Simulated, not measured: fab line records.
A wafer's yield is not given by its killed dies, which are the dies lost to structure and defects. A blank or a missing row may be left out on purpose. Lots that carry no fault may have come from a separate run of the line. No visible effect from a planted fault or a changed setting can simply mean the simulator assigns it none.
fab line records ; flow n5Finfet ; part 1 of 2: steps 1 to 21 of 32
[record] lots = 5; wafers = 15; lastDay = 17
route steps=1938 shown BEOL_M1@797
lots untouched by any fault: they come from a run of this same line in which no faults occurred
startH: the number of hours between the record's first day and the start of the first shown wafer of the lot ; waitH: hours since the lot's step before ; " identical to the entry in the row above ; L1.1+2: one row covering several wafers at once ; - either no value or no given start ; * or withheld: withheld ; < > ~ a bound
route shown NAME@n: names a module that has steps shown in the file, with the first one's number in the route ; usual: mean and standard deviation over wafers with no fault ; same: alike in all rows ; chamber/n: place in a boat ; sites: each site's reading ; _std_site: how widely they spread, as a standard deviation ; _edge_site: mean of outer sites minus mean of inner sites ; radiusMm: for every site, how far away it sits from the centre of the wafer ; mask NAME#n: copy n ; behind: the last tool/chamber to shape the wafer ; hold: reason for holding the lot/hours on hold/outcome of the hold ; device: the n, p or np transistor that did not switch ; end of line: tests of these same wafers at the route's end ; a step without rows: its recipe alone ; killed: dies that structure and defects cost at the first sort, which is not the same as the wafer's yield ; map: a wafer's dies, x killed, . not, _ none there
set.NAME: the setting that was run; set.NAME@STEP: the one run at that earlier step ; model.NAME: the simulator's own value behind a step, which no gauge read
lots seen at some steps along the route; tables by step, rows by wafer
services: when a tool's chamber went out of use (startH, in hours from the record's first day, below 0 if earlier), for how many hours, and the reason
[[steps]]
[step N5_BEOL_M1_VIA_ETCH_34]
[recipe] chemistry = C4F6/O2; targetDepthA = 678; maskMaterial = SOC; pressureMtorr = 15; ionEnergyEv = 250; taperDeg = 4; timeS = 64.4; sourceW = 350; biasW = 170; Ar_flow_sccm = 300; C4F6_flow_sccm = 10; O2_flow_sccm = 10
[usual] drypumpMotorCurrentA = 5.6/0.38; mfcArSccm = 299.9/1; oes_ar_750_au = 0.77/0.068; oesProductAu = 0.76/0.076; rfVppV = 664/15; showerheadPlenumPTorr = 2.82/0.087; throttleValvePct = 30.8/0.35
lot.wafer;tool;chamber;startH;waitH;drypumpMotorCurrentA;mfcArSccm;oes_ar_750_au;oesProductAu;rfHoursCounterH;rfVppV;showerheadPlenumPTorr;throttleValvePct
L075.2;rieDiel-03;0;142.35;0.0;5.4;299.3;0.74;0.75;176;674;2.93;30.7
L075.3;rieDiel-03;1;142.35;0.0;5.1;302.8;0.68;0.66;217;654;2.81;31.2
L075.5;rieDiel-03;0;142.35;0.0;5.4;298.8;0.75;0.75;-;675;2.93;30.8
L084.4;rieDiel-01;0;194.24;0.0;6.4;299.7;0.75;0.74;176;684;2.81;30.3
L084.5;rieDiel-01;1;194.24;0.0;5.3;300.3;0.75;0.74;-;691;2.70;30.8
L084.6;rieDiel-01;2;194.24;0.0;6.1;300.4;0.74;0.74;-;666;2.93;30.0
L089.2;rieDiel-03;0;224.80;0.0;5.4;300.3;0.73;0.72;203;674;2.92;30.8
L089.3;rieDiel-03;3;224.80;0.0;5.2;300.0;0.74;0.73;162;637;2.73;30.9
L089.5;rieDiel-03;3;224.80;0.0;5.2;299.9;0.74;0.73;-;637;2.73;30.9
L090.4;rieDiel-03;1;233.04;0.0;5.1;298.8;0.66;0.65;245;656;2.80;31.2
L090.5;rieDiel-03;1;233.04;0.0;5.1;299.3;0.66;0.66;-;655;2.80;31.2
L090.6;rieDiel-03;2;233.04;0.0;5.8;298.4;0.95;0.96;-;651;2.74;30.5
L092.2;rieDiel-01;1;248.88;0.0;5.3;300.5;0.74;0.74;175;691;2.70;30.8
L092.3;rieDiel-01;2;248.88;0.0;6.2;300.3;0.72;0.72;179;667;2.92;30.0
L092.5;rieDiel-01;0;248.88;0.0;6.4;300.0;0.73;0.72;-;684;2.80;30.3
[step N5_BEOL_M1_STRIP_83]
[recipe] chemistry = C4F6/O2; resist = SiARC; rfFrequencyHz = 6e+07
lot.wafer;tool;chamber;startH;waitH
L075.2+3+5;rieDiel-03;0,1,0;142.40;0.0
L084.4+5+6;rieDiel-01;0,1,2;194.29;0.0
L089.2+3+5;rieDiel-03;0,3,3;224.85;0.0
L090.4+5+6;rieDiel-03;1,1,2;233.09;0.0
L092.2+3+5;rieDiel-01;1,2,0;248.93;0.0
[step N5_BEOL_M1_STRIP_36]
[recipe] chemistry = N2/H2; powerW = 450; tempC = 40; pressureMtorr = 20; rfFrequencyHz = 6e+07; overashFraction = 0.3; biasPowerW = 7; h2Frac = 0.5; n2FlowSccm = 200; h2FlowSccm = 200
[usual] drypumpMotorCurrentA = 5.6/0.38; oesProductAu = 0.76/0.076; rfVppV = 59.1/1.5; showerheadPlenumPTorr = 2.52/0.084; throttleValvePct = 23.7/0.4
lot.wafer;tool;chamber;startH;waitH;drypumpMotorCurrentA;oesProductAu;rfHoursCounterH;rfVppV;showerheadPlenumPTorr;throttleValvePct
L075.2;rieDiel-03;0;142.41;0.0;5.4;0.74;177;60.0;2.66;24.0
L075.3;rieDiel-03;1;142.41;0.0;5.1;0.67;217;59.6;2.52;24.3
L075.5;rieDiel-03;0;142.41;0.0;5.4;0.74;-;62.5;2.66;23.9
L084.4;rieDiel-01;0;194.30;0.0;6.4;0.73;176;58.6;2.51;23.3
L084.5;rieDiel-01;1;194.30;0.0;5.3;0.75;-;58.2;2.43;24.0
L084.6;rieDiel-01;2;194.30;0.0;6.1;0.73;-;62.2;2.64;23.3
L089.2;rieDiel-03;0;224.86;0.0;5.4;0.71;203;58.8;2.65;24.0
L089.3;rieDiel-03;3;224.86;0.0;5.2;0.74;162;58.5;2.42;23.7
L089.5;rieDiel-03;3;224.86;0.0;5.2;0.75;-;59.5;2.42;23.7
L090.4;rieDiel-03;1;233.10;0.0;5.1;0.66;245;58.9;2.51;24.3
L090.5;rieDiel-03;1;233.10;0.0;5.1;0.65;-;56.2;2.51;24.3
L090.6;rieDiel-03;2;233.10;0.0;5.9;0.95;-;58.2;2.47;23.9
L092.2;rieDiel-01;1;248.94;0.0;5.3;0.74;175;58.8;2.42;24.1
L092.3;rieDiel-01;2;248.94;0.0;6.1;0.71;179;58.9;2.63;23.3
L092.5;rieDiel-01;0;248.94;0.0;6.4;0.71;-;59.1;2.50;23.3
[step N5_BEOL_M1_TRENCH_ETCH_37]
[recipe] chemistry = C4F6/O2; targetDepthA = 552.07; target = SiOC; timeS = 29; ionEnergyEv = 250; pressureMtorr = 30; sourceW = 355; biasW = 185; Ar_flow_sccm = 300; C4F6_flow_sccm = 10; O2_flow_sccm = 10
[usual] drypumpMotorCurrentA = 5.6/0.38; mfcArSccm = 299.9/0.96; oes_ar_750_au = 0.77/0.068; oesProductAu = 0.76/0.076; rfVppV = 664/16; showerheadPlenumPTorr = 2.82/0.087; throttleValvePct = 20.93/0.27
lot.wafer;tool;chamber;startH;waitH;drypumpMotorCurrentA;mfcArSccm;oes_ar_750_au;oesProductAu;rfHoursCounterH;rfVppV;showerheadPlenumPTorr;throttleValvePct
L075.2;rieDiel-03;0;-;-;5.4;299.4;0.75;0.75;177;674;2.94;21.06
L075.3;rieDiel-03;1;-;-;5.1;299.2;0.68;0.67;217;655;2.82;21.29
L075.5;rieDiel-03;0;-;-;5.4;298.9;0.74;0.75;-;674;2.94;21.07
L084.4;rieDiel-01;0;-;-;6.4;300.0;0.75;0.75;176;684;2.81;20.56
L084.5;rieDiel-01;1;-;-;5.3;299.9;0.75;0.76;-;692;2.71;20.94
L084.6;rieDiel-01;2;-;-;6.1;299.9;0.74;0.74;-;668;2.93;20.48
L089.2;rieDiel-03;0;-;-;5.3;299.1;0.72;0.72;203;674;2.93;21.10
L089.3;rieDiel-03;3;-;-;5.2;299.3;0.74;0.73;162;637;2.73;21.03
L089.5;rieDiel-03;3;-;-;5.2;299.4;0.74;0.73;-;637;2.73;21.03
L090.4;rieDiel-03;1;-;-;5.1;297.8;0.66;0.66;245;654;2.80;21.34
L090.5;rieDiel-03;1;-;-;5.1;297.9;0.66;0.66;-;657;2.80;21.35
L090.6;rieDiel-03;2;-;-;5.9;299.9;0.94;0.97;-;650;2.75;20.78
L092.2;rieDiel-01;1;-;-;5.3;300.3;0.74;0.73;175;691;2.70;20.96
L092.3;rieDiel-01;2;-;-;6.1;299.9;0.73;0.71;179;667;2.92;20.53
L092.5;rieDiel-01;0;-;-;6.4;298.0;0.74;0.72;-;686;2.81;20.58
[step N5_BEOL_M1_ETCH_41]
[recipe] chemistry = CH3F/O2; target = SiCN; targetDepthA = 319; taperDeg = 2; timeS = 57.8; ionEnergyEv = 120; maskMaterial = TiN; pressureMtorr = 30; sourceW = 395; biasW = 75; Ar_flow_sccm = 150; CH3F_flow_sccm = 30; O2_flow_sccm = 20
[usual] drypumpMotorCurrentA = 5.6/0.38; mfcArSccm = 150.0/0.44; oesProductAu = 0.76/0.077; rfVppV = 296.9/1.4; showerheadPlenumPTorr = 1.98/0.065; throttleValvePct = 16.42/0.26
lot.wafer;tool;chamber;startH;waitH;drypumpMotorCurrentA;mfcArSccm;oesProductAu;rfHoursCounterH;rfVppV;showerheadPlenumPTorr;throttleValvePct
L075.2;rieDiel-03;0;-;-;5.4;149.8;0.75;177;297.8;2.07;16.58
L075.3;rieDiel-03;1;-;-;5.1;149.7;0.67;217;296.7;1.98;16.76
L075.5;rieDiel-03;0;-;-;5.4;149.7;0.74;-;299.8;2.07;16.59
L084.4;rieDiel-01;0;-;-;6.4;149.8;0.74;176;298.6;1.98;16.15
L084.5;rieDiel-01;1;-;-;5.3;150.6;0.75;-;295.1;1.90;16.42
L084.6;rieDiel-01;2;-;-;6.1;150.3;0.74;-;299.2;2.07;16.07
L089.2;rieDiel-03;0;-;-;5.4;149.9;0.73;203;298.3;2.06;16.64
L089.3;rieDiel-03;3;-;-;5.2;150.3;0.72;162;297.4;1.91;16.47
L089.5;rieDiel-03;3;-;-;5.2;150.0;0.74;-;295.6;1.91;16.49
L090.4;rieDiel-03;1;-;-;5.1;149.8;0.66;245;297.4;1.97;16.81
L090.5;rieDiel-03;1;-;-;5.1;150.7;0.65;-;295.7;1.97;16.81
L090.6;rieDiel-03;2;-;-;5.9;150.2;0.96;-;296.0;1.93;16.23
L092.2;rieDiel-01;1;-;-;5.3;150.0;0.73;175;297.5;1.89;16.45
L092.3;rieDiel-01;2;-;-;6.1;149.9;0.73;179;299.6;2.06;16.12
L092.5;rieDiel-01;0;-;-;6.4;150.4;0.73;-;296.3;1.98;16.19
[step N5_BEOL_M1_STRIP_97]
[recipe] chemistry = N2/H2; timeS = 10; powerW = 450; tempC = 40; pressureMtorr = 20; rfFrequencyHz = 6e+07; biasPowerW = 7; n2FlowSccm = 200; h2FlowSccm = 200
[usual] drypumpMotorCurrentA = 5.6/0.38; oesProductAu = 0.76/0.075; rfVppV = 59.0/0.91; showerheadPlenumPTorr = 2.52/0.084; throttleValvePct = 23.7/0.4
lot.wafer;tool;chamber;startH;waitH;drypumpMotorCurrentA;oesProductAu;rfHoursCounterH;rfVppV;showerheadPlenumPTorr;throttleValvePct
L075.2;rieDiel-03;0;-;-;5.4;0.74;177;59.7;2.66;23.9
L075.3;rieDiel-03;1;-;-;5.1;0.67;217;59.9;2.52;24.3
L075.5;rieDiel-03;0;-;-;5.4;0.75;-;58.6;2.66;24.0
L084.4;rieDiel-01;0;-;-;6.4;0.73;176;61.0;2.51;23.3
L084.5;rieDiel-01;1;-;-;5.3;0.76;-;57.1;2.43;24.0
L084.6;rieDiel-01;2;-;-;6.2;0.75;-;59.8;2.64;23.2
L089.2;rieDiel-03;0;-;-;5.4;0.72;203;59.2;2.65;24.0
L089.3;rieDiel-03;3;-;-;5.2;0.74;162;58.5;2.42;23.7
L089.5;rieDiel-03;3;-;-;5.2;0.74;-;58.6;2.42;23.7
L090.4;rieDiel-03;1;-;-;5.1;0.66;245;58.4;2.51;24.3
L090.5;rieDiel-03;1;-;-;5.1;0.66;-;59.6;2.51;24.3
L090.6;rieDiel-03;2;-;-;5.9;0.95;-;59.2;2.47;23.9
L092.2;rieDiel-01;1;-;-;5.3;0.74;175;59.6;2.42;24.1
L092.3;rieDiel-01;2;-;-;6.1;0.73;179;59.1;2.63;23.3
L092.5;rieDiel-01;0;-;-;6.4;0.71;-;59.6;2.50;23.3
[step N5_BEOL_M1_OCD_MEAS_38]
[usual] trenchDepthNm = 54.6/1.2
lot.wafer;tool;chamber;startH;waitH;trenchDepthNm
L075.2;ocd-02;-;142.61;-;54.3
L075.3;ocd-02;-;142.61;-;53.3
L075.5;ocd-02;-;142.61;-;54.7
L084.4;ocd-02;-;194.50;-;54.5
L084.5;ocd-02;-;194.50;-;55.0
L084.6;ocd-02;-;194.50;-;54.0
L089.2;ocd-02;-;225.06;-;53.8
L089.3;ocd-02;-;225.06;-;52.6
L089.5;ocd-02;-;225.06;-;52.8
L090.4;ocd-02;-;233.30;-;54.4
L090.5;ocd-02;-;233.30;-;53.9
L090.6;ocd-02;-;233.30;-;57.4
L092.2;ocd-02;-;249.13;-;55.2
L092.3;ocd-02;-;249.13;-;53.0
L092.5;ocd-02;-;249.13;-;54.2
[step N5_BEOL_M1_HM_STRIP_39]
[recipe] chemistry = peroxideTinStrip; material = TiN; targetDepthA = 250; tempC = 50; timeS = 158
lot.wafer;tool;chamber;startH;waitH
L075.2+3+5;wetBench-05;0,4,6;142.64;0.0
L084.4+5+6;wetBench-03;6,7,4;194.53;0.0
L089.2+3+5;wetBench-05;5,7,2;225.09;0.0
L090.4+5+6;wetBench-05;3,2,5;233.33;0.0
L092.2+3+5;wetBench-03;0,6,7;249.17;0.0
[step N5_BEOL_M1_SRD_40]
[recipe] timeS = 30; tempC = 23; rinseLiquid = diw; dry = ipaMarangoni
lot.wafer;tool;chamber;startH;waitH
L075.2+3+5;wetBench-05;0,4,6;142.68;0.0
L084.4+5+6;wetBench-03;6,7,4;194.58;0.0
L089.2+3+5;wetBench-05;5,7,2;225.14;0.0
L090.4+5+6;wetBench-05;3,2,5;233.38;0.0
L092.2+3+5;wetBench-03;0,6,7;249.21;0.0
[step N5_BEOL_M1_PRECLEAN_42]
[recipe] chemistry = residueRemover; timeS = 60; tempC = 40
lot.wafer;tool;chamber;startH;waitH
L075.2+3+5;wetBench-05;0,4,6;142.70;0.0
L084.4+5+6;wetBench-03;6,7,4;194.60;0.0
L089.2+3+5;wetBench-05;5,7,2;225.15;0.0
L090.4+5+6;wetBench-05;3,2,5;233.40;0.0
L092.2+3+5;wetBench-03;0,6,7;249.23;0.0
[step N5_BEOL_M1_SRD_43]
[recipe] timeS = 30; tempC = 23; rinseLiquid = diw; dry = ipaMarangoni
lot.wafer;tool;chamber;startH;waitH
L075.2+3+5;wetBench-05;0,4,6;142.72;0.0
L084.4+5+6;wetBench-03;6,7,4;194.61;0.0
L089.2+3+5;wetBench-05;5,7,2;225.17;0.0
L090.4+5+6;wetBench-05;3,2,5;233.42;0.0
L092.2+3+5;wetBench-03;0,6,7;249.25;0.0
[step N5_BEOL_M1_CD_MEAS_35]
[recipe] targetCdNm = 18; targetCdYNm = 21; polarity = opening
[usual] cdNm = 17.9/0.36
lot.wafer;tool;chamber;startH;waitH;cdNm
L075.2;cdSem-02;-;142.76;0.0;18.3
L075.3;cdSem-02;-;142.76;0.0;17.5
L075.5;cdSem-02;-;142.76;0.0;18.0
L084.4;cdSem-03;-;194.66;0.0;17.8
L084.5;cdSem-03;-;194.66;0.0;17.8
L084.6;cdSem-03;-;194.66;0.0;18.1
L089.2;cdSem-02;-;225.21;0.0;18.0
L089.3;cdSem-02;-;225.21;0.0;18.1
L089.5;cdSem-02;-;225.21;0.0;18.1
L090.4;cdSem-02;-;233.46;0.0;17.9
L090.5;cdSem-02;-;233.46;0.0;18.4
L090.6;cdSem-02;-;233.46;0.0;17.2
L092.2;cdSem-03;-;249.29;0.0;18.1
L092.3;cdSem-03;-;249.29;0.0;18.1
L092.5;cdSem-03;-;249.29;0.0;18.0
[step N5_BEOL_M1_DEGAS_44]
[recipe] ambient = vacuum; tempC = 250; timeS = 60
[usual] heaterPowerW = 365/28
lot.wafer;tool;chamber;startH;waitH;heaterPowerW
L075.2;pvdSputter-03;-;142.82;0.1;366
L075.3;pvdSputter-03;-;142.82;0.1;344
L075.5;pvdSputter-03;-;142.82;0.1;321
L084.4;pvdSputter-02;-;195.32;0.7;337
L084.5;pvdSputter-02;-;195.32;0.7;346
L084.6;pvdSputter-02;-;195.32;0.7;353
L089.2;pvdSputter-02;-;225.42;0.2;329
L089.3;pvdSputter-02;-;225.42;0.2;334
L089.5;pvdSputter-02;-;225.42;0.2;345
L090.4;pvdSputter-01;-;233.95;0.5;399
L090.5;pvdSputter-01;-;233.95;0.5;363
L090.6;pvdSputter-01;-;233.95;0.5;376
L092.2;pvdSputter-01;-;249.48;0.2;407
L092.3;pvdSputter-01;-;249.48;0.2;378
L092.5;pvdSputter-01;-;249.48;0.2;405
[step N5_BEOL_M1_PRE_CLEAN_45]
[recipe] gas = H2/He; timeS = 30; tempC = 250
[usual] heaterPowerW = 366/27
lot.wafer;tool;chamber;startH;waitH;heaterPowerW
L075.2;pvdSputter-03;-;142.86;0.0;367
L075.3;pvdSputter-03;-;142.86;0.0;352
L075.5;pvdSputter-03;-;142.86;0.0;327
L084.4;pvdSputter-02;-;195.36;0.0;350
L084.5;pvdSputter-02;-;195.36;0.0;347
L084.6;pvdSputter-02;-;195.36;0.0;342
L089.2;pvdSputter-02;-;225.46;0.0;329
L089.3;pvdSputter-02;-;225.46;0.0;348
L089.5;pvdSputter-02;-;225.46;0.0;343
L090.4;pvdSputter-01;-;233.99;0.0;403
L090.5;pvdSputter-01;-;233.99;0.0;345
L090.6;pvdSputter-01;-;233.99;0.0;374
L092.2;pvdSputter-01;-;249.52;0.0;420
L092.3;pvdSputter-01;-;249.52;0.0;373
L092.5;pvdSputter-01;-;249.52;0.0;409
[step N5_BEOL_M1_ALD_84]
[recipe] material = TaN; targetThkA = *; tempC = 275; aldPrecursorFamily = PDMAT; aldCoReactant = NH3; pressureTorr = 3; carrierFlowSccm = 1500; pulseTimeS = 2; purgeTimeS = 3; coReactantPurgeTimeS = 2; coReactantPulseTimeS = 3; aldCycles = 30; precursorVesselTempC = 75; precursorVesselPressureTorr = 26.25; precursorVesselCarrierSccm = 1000
[usual] heaterPowerW = 431/37; precursorVesselCarrierSccm = 1000/3.2
lot.wafer;tool;chamber;startH;waitH;heaterPowerW;precursorVesselCarrierSccm;sinceWetCleanH
L075.2;aldMetal-01;2;142.92;0.0;414;1003;5960
L075.3;aldMetal-01;0;142.92;0.0;521;1002;5960
L075.5;aldMetal-01;2;142.92;0.0;406;1001;-
L084.4;aldMetal-01;0;195.43;0.0;494;995;6012
L084.5;aldMetal-01;0;195.43;0.0;506;1003;-
L084.6;aldMetal-01;1;195.43;0.0;456;1004;-
L089.2;aldMetal-03;0;225.52;0.0;390;999;2965
L089.3;aldMetal-03;1;225.52;0.0;434;1001;2965
L089.5;aldMetal-03;3;225.52;0.0;397;998;-
L090.4;aldMetal-03;0;234.35;0.3;395;1002;-
L090.5;aldMetal-03;3;234.35;0.3;404;1003;-
L090.6;aldMetal-03;1;234.35;0.3;422;1002;-
L092.2;aldMetal-01;1;249.58;0.0;449;1000;6066
L092.3;aldMetal-01;3;249.58;0.0;393;999;6066
L092.5;aldMetal-01;0;249.58;0.0;497;1003;-
[step N5_BEOL_M1_SURFACE_TREAT_85]
[recipe] gas = Ar; timeS = *; ionEnergyEv = *; ionCurrentMaCm2 = 0.5; pressureMtorr = *; arFlowSccm = 30
[usual] pressureMtorr = *; throttleValvePct = *
lot.wafer;tool;chamber;startH;waitH;pressureMtorr;throttleValvePct
L075.2;pvdSputter-03;-;143.15;0.1;*;*
L075.3;pvdSputter-03;-;143.15;0.1;*;*
L075.5;pvdSputter-03;-;143.15;0.1;*;*
L084.4;pvdSputter-03;-;196.90;1.4;*;*
L084.5;pvdSputter-03;-;196.90;1.4;*;*
L084.6;pvdSputter-03;-;196.90;1.4;*;*
L089.2;pvdSputter-03;-;225.89;0.3;*;*
L089.3;pvdSputter-03;-;225.89;0.3;*;*
L089.5;pvdSputter-03;-;225.89;0.3;*;*
L090.4;pvdSputter-01;-;234.53;0.1;*;*
L090.5;pvdSputter-01;-;234.53;0.1;*;*
L090.6;pvdSputter-01;-;234.53;0.1;*;*
L092.2;pvdSputter-02;-;249.82;0.1;*;*
L092.3;pvdSputter-02;-;249.82;0.1;*;*
L092.5;pvdSputter-02;-;249.82;0.1;*;*
[step N5_BEOL_M1_CVD_47]
[recipe] material = Co; targetThkA = 30; tempC = withheld; precursor = CCTBA/H2; pressureTorr = 30; timeS = 223.8
lot.wafer;tool;chamber;startH;waitH;sinceWetCleanH
L075.2;cvdCo-01;0;143.21;0.0;903
L075.3;cvdCo-01;2;143.21;0.0;444
L075.5;cvdCo-01;0;143.21;0.0;-
L084.4;cvdCo-02;2;197.26;0.3;-
L084.5;cvdCo-02;0;197.26;0.3;-
L084.6;cvdCo-02;1;197.26;0.3;-
L089.2;cvdCo-01;0;226.05;0.1;986
L089.3;cvdCo-01;2;226.05;0.1;527
L089.5;cvdCo-01;1;226.05;0.1;-
L090.4;cvdCo-02;2;234.89;0.3;-
L090.5;cvdCo-02;0;234.89;0.3;-
L090.6;cvdCo-02;1;234.89;0.3;-
L092.2;cvdCo-01;0;249.93;0.1;1010
L092.3;cvdCo-01;2;249.93;0.1;551
L092.5;cvdCo-01;2;249.93;0.1;-
[step N5_BEOL_M1_SPUTTER_48]
[recipe] material = Cu; targetThkA = 45; tempC = -20; chamberPressurePa = 0.07; powerW = withheld; timeS = 8.29
[usual] throttleValvePct = 29.6/1.1
lot.wafer;tool;chamber;startH;waitH;throttleValvePct
L075.2;pvdSputter-02;-;143.37;0.1;30.3
L075.3;pvdSputter-02;-;143.37;0.1;30.1
L075.5;pvdSputter-02;-;143.37;0.1;28.5
L084.4;pvdSputter-03;-;197.48;0.2;29.8
L084.5;pvdSputter-03;-;197.48;0.2;28.5
L084.6;pvdSputter-03;-;197.48;0.2;29.9
L089.2;pvdSputter-01;-;226.24;0.1;27.5
L089.3;pvdSputter-01;-;226.24;0.1;29.2
L089.5;pvdSputter-01;-;226.24;0.1;30.7
L090.4;pvdSputter-03;-;236.10;1.1;28.5
L090.5;pvdSputter-03;-;236.10;1.1;30.0
L090.6;pvdSputter-03;-;236.10;1.1;30.6
L092.2;pvdSputter-03;-;250.12;0.1;28.6
L092.3;pvdSputter-03;-;250.12;0.1;30.0
L092.5;pvdSputter-03;-;250.12;0.1;28.7
[step N5_BEOL_M1_ANNEAL_49]
[recipe] tempC = 400; timeS = 240; ambient = vacuum
[usual] heaterPowerW = 904/67
lot.wafer;tool;chamber;startH;waitH;heaterPowerW
L075.2;pvdSputter-02;-;143.45;0.0;867
L075.3;pvdSputter-02;-;143.45;0.0;834
L075.5;pvdSputter-02;-;143.45;0.0;869
L084.4;pvdSputter-03;-;197.56;0.0;994
L084.5;pvdSputter-03;-;197.56;0.0;923
L084.6;pvdSputter-03;-;197.56;0.0;982
L089.2;pvdSputter-01;-;226.32;0.0;955
L089.3;pvdSputter-01;-;226.32;0.0;1045
L089.5;pvdSputter-01;-;226.32;0.0;1007
L090.4;pvdSputter-03;-;236.18;0.0;924
L090.5;pvdSputter-03;-;236.18;0.0;823
L090.6;pvdSputter-03;-;236.18;0.0;872
L092.2;pvdSputter-03;-;250.20;0.0;942
L092.3;pvdSputter-03;-;250.20;0.0;812
L092.5;pvdSputter-03;-;250.20;0.0;928
[step N5_BEOL_M1_SPUTTER_79]
[recipe] material = Cu; targetThkA = 45; tempC = -20; chamberPressurePa = 0.07; powerW = withheld; timeS = 8.29
[usual] throttleValvePct = 29.7/1
lot.wafer;tool;chamber;startH;waitH;throttleValvePct
L075.2;pvdSputter-02;-;143.59;0.1;30.4
L075.3;pvdSputter-02;-;143.59;0.1;29.8
L075.5;pvdSputter-02;-;143.59;0.1;28.8
L084.4;pvdSputter-03;-;197.70;0.1;29.8
L084.5;pvdSputter-03;-;197.70;0.1;28.5
L084.6;pvdSputter-03;-;197.70;0.1;29.8
L089.2;pvdSputter-01;-;226.46;0.1;27.4
L089.3;pvdSputter-01;-;226.46;0.1;29.5
L089.5;pvdSputter-01;-;226.46;0.1;30.8
L090.4;pvdSputter-03;-;236.32;0.1;28.5
L090.5;pvdSputter-03;-;236.32;0.1;30.0
L090.6;pvdSputter-03;-;236.32;0.1;30.9
L092.2;pvdSputter-03;-;250.34;0.1;28.5
L092.3;pvdSputter-03;-;250.34;0.1;30.0
L092.5;pvdSputter-03;-;250.34;0.1;28.7
[step N5_BEOL_M1_ANNEAL_80]
[recipe] tempC = 400; timeS = 240; ambient = vacuum
[usual] heaterPowerW = 904/67
lot.wafer;tool;chamber;startH;waitH;heaterPowerW
L075.2;pvdSputter-02;-;143.67;0.0;863
L075.3;pvdSputter-02;-;143.67;0.0;803
L075.5;pvdSputter-02;-;143.67;0.0;861
L084.4;pvdSputter-03;-;197.78;0.0;969
L084.5;pvdSputter-03;-;197.78;0.0;927
L084.6;pvdSputter-03;-;197.78;0.0;991
L089.2;pvdSputter-01;-;226.54;0.0;926
L089.3;pvdSputter-01;-;226.54;0.0;1028
L089.5;pvdSputter-01;-;226.54;0.0;972
L090.4;pvdSputter-03;-;236.40;0.0;918
L090.5;pvdSputter-03;-;236.40;0.0;826
L090.6;pvdSputter-03;-;236.40;0.0;873
L092.2;pvdSputter-03;-;250.42;0.0;933
L092.3;pvdSputter-03;-;250.42;0.0;827
L092.5;pvdSputter-03;-;250.42;0.0;907
